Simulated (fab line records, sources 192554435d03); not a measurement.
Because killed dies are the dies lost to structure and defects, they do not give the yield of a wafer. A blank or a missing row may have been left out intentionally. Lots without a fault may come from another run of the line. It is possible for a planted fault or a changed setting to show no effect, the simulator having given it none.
8D (eight disciplines) problem report, filled in by code	flow n5Finfet	the parts of the form that need people (team, actions taken, sign-off) are left out

## 1. THE ISSUE
Wafers without a fault read 14, standard deviation 5.5; killed_at_M4_up at N5_PASSIVATION_PROBE_49 reads a mean of 745 on 3 wafers belonging to 2 lots. So: +99 or more standard deviations from the usual mean.
Earliest sighting: wafer L943.3 on prober-01 at day 16 13:26. At this step, 6 wafers from 2 lots have a number in the record. Rule for "out", or "out of limits": more than 4 standard deviations from the usual mean. Any other wafer with a number is counted as sound.

## 2. WHAT THIS IS AND IS NOT
question	is	is not
which readings at this step	killed_at_M4_up, defectLimitedYield, killedDies, killedOnRim, sort_bin_5_function, sort_bin_6_memory, sortNPass, sortYieldPct	killed_at_M0_to_M3, killedAtContacts, killedAtFrontEnd, killedAtOther, killedShort, sort_bin_4_leakage
which lots	L942, L943	-
which wafers of those lots	L942.1, L943.3, L943.5	L942.2, L942.5, L943.4
read on which tools	prober-01, prober-02	-
when	from day 16 13:26	up to then (0 sound wafers); but 3 sound wafers of L942, L943 came after

## 3. WHAT RULES OUT EACH SUSPECT
Counting: if a tool at a process step up to the reading ran every lot that is out, it stays a suspect. Sound lots after the first of them don't rule it out here, since some wafers of a struck lot are sound.
- ecdCu-01 at N5_BEOL_M6_ECD_50 (material Cu, target thk 300 nm): kept. It ran every lot that is out, first L942 (day 12 16:43).
Left after counting: ecdCu-01 at N5_BEOL_M6_ECD_50.

## 4. THE CAUSE (what the simulator had put in)
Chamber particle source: ecdCu-01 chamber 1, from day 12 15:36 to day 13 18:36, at N5_BEOL_M6_ECD_50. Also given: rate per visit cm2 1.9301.
Counting left only this tool.

## 5. THE CHAIN OF EFFECTS, in route order
Each row: a reading whose mean over the struck wafers that have a number lies more than 3 standard deviations from the usual. Scope: only readings with a usual standard deviation given in the record; hours: median across lots of the time from each lot's start at the first step in this table that gives one to its start at this step; sigmas: change in usual standard deviations.
hours	step	reading	usual	on struck wafers	change	sigmas
0	N5_PASSIVATION_PROBE_49	defectLimitedYield	91.0 %	31.0	-60.0	-43
0	N5_PASSIVATION_PROBE_49	killed_at_M4_up	14	745	+731	+99 or more
0	N5_PASSIVATION_PROBE_49	killedDies	106	814	+708	+44
0	N5_PASSIVATION_PROBE_49	killedOnRim	13	103	+90	+22
0	N5_PASSIVATION_PROBE_49	sort_bin_5_function	5.3 %	45.3	+40.0	+45
0	N5_PASSIVATION_PROBE_49	sort_bin_6_memory	3.4 %	18.2	+14.8	+22
0	N5_PASSIVATION_PROBE_49	sortNPass	1070	366	-704	-25
0	N5_PASSIVATION_PROBE_49	sortYieldPct	90.7 %	31.0	-59.7	-25
Its process steps:
- N5_PASSIVATION_PROBE_49

## 6. HOW IT WOULD HAVE BEEN CAUGHT EARLIER
In this record no reading fell out of limits until day 16 13:26, 94 hours after the fault had begun at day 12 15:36.
Lots out: 2; all had begun N5_BEOL_M6_ECD_50 on ecdCu-01 by day 16 13:26. None of them would have been spared by holding the tool at that moment.
